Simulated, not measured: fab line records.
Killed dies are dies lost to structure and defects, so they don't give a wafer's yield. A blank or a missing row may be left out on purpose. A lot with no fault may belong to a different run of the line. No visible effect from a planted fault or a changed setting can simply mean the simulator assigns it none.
Lot-split experiment    flow n5 finfet    route with 1938 steps; 7 lots, 21 wafers read

THE SPLIT ITSELF
At N5_BEOL_M10_COAT_22 (resist thk 90 nm), the setting spin rpm was moved away from the recipe's 1500 rpm on 9 of the 21 wafers read, by -5.5% to +10.3%. The other wafers ran this setting at the recipe's value.

FROM THE SPLIT TO THE READING: what the file shows between them, 3 steps
- N5_BEOL_M10_EBR_24
- N5_BEOL_M10_SOFTBAKE_23: time 60 s
- N5_BEOL_M10_DESCUM_33: chemistry O2, time 7.9 s

THE READING
CAR-ArF_of_BEOL_M10_COAT_22.thk nm (the simulator's own value, which no gauge read), in nm, at N5_BEOL_M10_ETCH_65 (etches SiARC in CF4, target depth 39 nm, time 65 s). The file gives no usual value for it. The 12 wafers here that ran the recipe average 55.3 nm, standard deviation 0.24 nm.

wafer   tool, chamber at the split  spin rpm as run, rpm  against the recipe  CAR-ArF_of_BEOL_M10_COAT_22.thk nm, nm  against lot-mates on the recipe
L074.1  litho track-04, 0           1418                  -5.5%               58                                      +2.8
L074.4  litho track-04, 0           1418                  -5.5%               58                                      +2.8
L074.5  litho track-04, 0           1500                  recipe              55.2                                    -
L080.1  litho track-02, 0           1655                  +10.3%              51.2                                    -4.2
L080.3  litho track-02, 0           1500                  recipe              55.4                                    -
L080.6  litho track-02, 0           1655                  +10.3%              50.8                                    -4.6
L084.1  litho track-03, 0           1500                  recipe              55.6                                    -
L084.2  litho track-03, 0           1500                  recipe              55                                      -
L084.3  litho track-03, 0           1609                  +7.3%               52.4                                    -2.9
L087.2  litho track-03, 0           1500                  recipe              55.2                                    -
L087.6  litho track-03, 0           1500                  recipe              55.2                                    -
L087.3  litho track-03, 0           1500                  recipe              55                                      -
L091.1  litho track-02, 0           1500                  recipe              55.4                                    -
L091.4  litho track-02, 0           1547                  +3.1%               54                                      -1.3
L091.5  litho track-02, 0           1500                  recipe              55.2                                    -
L094.1  litho track-03, 0           1616                  +7.7%               52.4                                    no lot-mate on the recipe
L094.3  litho track-03, 0           1616                  +7.7%               52.4                                    no lot-mate on the recipe
L094.5  litho track-03, 0           1616                  +7.7%               52.6                                    no lot-mate on the recipe
L095.3  litho track-04, 0           1500                  recipe              55.8                                    -
L095.4  litho track-04, 0           1500                  recipe              55.6                                    -
L095.6  litho track-04, 0           1500                  recipe              55.4                                    -

FIT RESULTS
A straight line over all 21 wafers: CAR-ArF_of_BEOL_M10_COAT_22.thk nm changes by -0.416 nm for each +1% of spin rpm; r = -0.99; the points scatter about the line by 0.26 nm.
The same after taking each lot's own level away (the mean of its wafers on the recipe; 18 wafers): -0.442 nm for each +1%; r = -0.99; scatter 0.21 nm.
Per that fit: largest spin rpm move, reading shift of 4.6 nm.
The span of the lots' own levels, 55.13 to 55.60 nm, comes to 2.0 times the standard deviation stated above.
So the lot-to-lot level changes the slope little: the two slopes agree.
Check: for one of the wafers moved furthest among these (+10.3%), held out of the fit, the line's prediction against its lot-mates is -4.62 nm. Against them it came out at -4.2 nm.

THE WHOLE CHAIN: every reading that the file lists as answering this split, in the file's order
step                 what it does                                        reading                                                                              change (the file's fit)                r (the file's)
N5_BEOL_M10_COAT_22  resist thk 90 nm                                    CAR-ArF_of_BEOL_M10_COAT_22.thk nm (the simulator's own value, which no gauge read)  -0.425 nm for each +1% of the setting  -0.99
N5_BEOL_M10_ETCH_65  etches SiARC in CF4, target depth 39 nm, time 65 s  CAR-ArF_of_BEOL_M10_COAT_22.thk nm (the simulator's own value, which no gauge read)  -0.431 nm for each +1% of the setting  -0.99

THE FILE'S OWN FIT
CAR-ArF_of_BEOL_M10_COAT_22.thk nm changes by -0.431 nm for each +1% of spin rpm, r = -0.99.
